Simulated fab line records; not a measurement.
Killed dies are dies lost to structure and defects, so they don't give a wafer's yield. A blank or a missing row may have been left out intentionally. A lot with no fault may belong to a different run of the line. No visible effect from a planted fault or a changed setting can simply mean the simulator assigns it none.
What tool caused it? | flow n5-finfet | 36 wafers from 12 lots sampled at 2 of the route's 1938 steps

WHAT THE GAUGES READ, wafer by wafer
N5_WELL_APT_INSPECT_38: inspects for defects (darkfield).
lot  | measured    | on                | raw-defect-count
L075 | day 1 23:17 | defect-inspect-02 | 10 12 25
L077 | day 2 10:48 | defect-inspect-01 | 14 20 10
L079 | day 2 23:29 | defect-inspect-02 | 6 10 13
L081 | day 3 10:59 | defect-inspect-01 | 15 25 21
L083 | day 3 23:30 | defect-inspect-02 | 18 9 11
L085 | day 4 11:11 | defect-inspect-01 | 8 13 13
L087 | day 4 23:17 | defect-inspect-02 | 8 22 15
L089 | day 5 11:35 | defect-inspect-02 | 12 11 29
L091 | day 5 23:16 | defect-inspect-01 | 15 9 5
L093 | day 6 11:32 | defect-inspect-01 | 15 21 34
L095 | day 6 22:40 | defect-inspect-01 | 14 6 7
L097 | day 7 11:00 | defect-inspect-02 | 7 13 12

WHICH TOOL RAN EACH LOT (tool, then ch and the chambers of the sampled wafers, then the start)
lot  | N5_WELL_APT_DESCUM_30
L075 | rie-diel-03 ch 0,2,3, day 1 21:24
L077 | rie-diel-03 ch 0,3, day 2 08:58
L079 | rie-diel-06 ch 0,2,3, day 2 21:27
L081 | rie-diel-03 ch 0,1,2, day 3 09:05
L083 | rie-diel-03 ch 0,3, day 3 21:24
L085 | rie-diel-01 ch 0,2, day 4 09:29
L087 | rie-diel-01 ch 0,1,3, day 4 21:13
L089 | rie-diel-01 ch 0,2,3, day 5 09:44
L091 | rie-diel-06 ch 1,2,3, day 5 21:08
L093 | rie-diel-01 ch 2,3, day 6 09:34
L095 | rie-diel-06 ch 1,2,3, day 6 21:02
L097 | rie-diel-06 ch 0,2,3, day 7 09:05
- N5_WELL_APT_DESCUM_30: chemistry O2, time 7.9 s.

THE ANSWER, worked out from the rows above alone
Rule: the usual values come from the lots themselves. Put in order of their means at a reading, lots are off if they are a third of the lots or fewer, leave a main group of 4 or more, and stand apart from it by a gap of 3 or more times the standard deviation of the main group's means; of several such gaps the widest counts. If all means in a main group match to the digits the tables above print for the reading, that group is not used. A lot without any number at a reading at which 4 lots or more have one is off too. Any other lot the step has rows for is counted as sound.
Nothing can be told from this: no lot is off at any reading shown.

WHAT THE SIMULATOR HAD PUT IN
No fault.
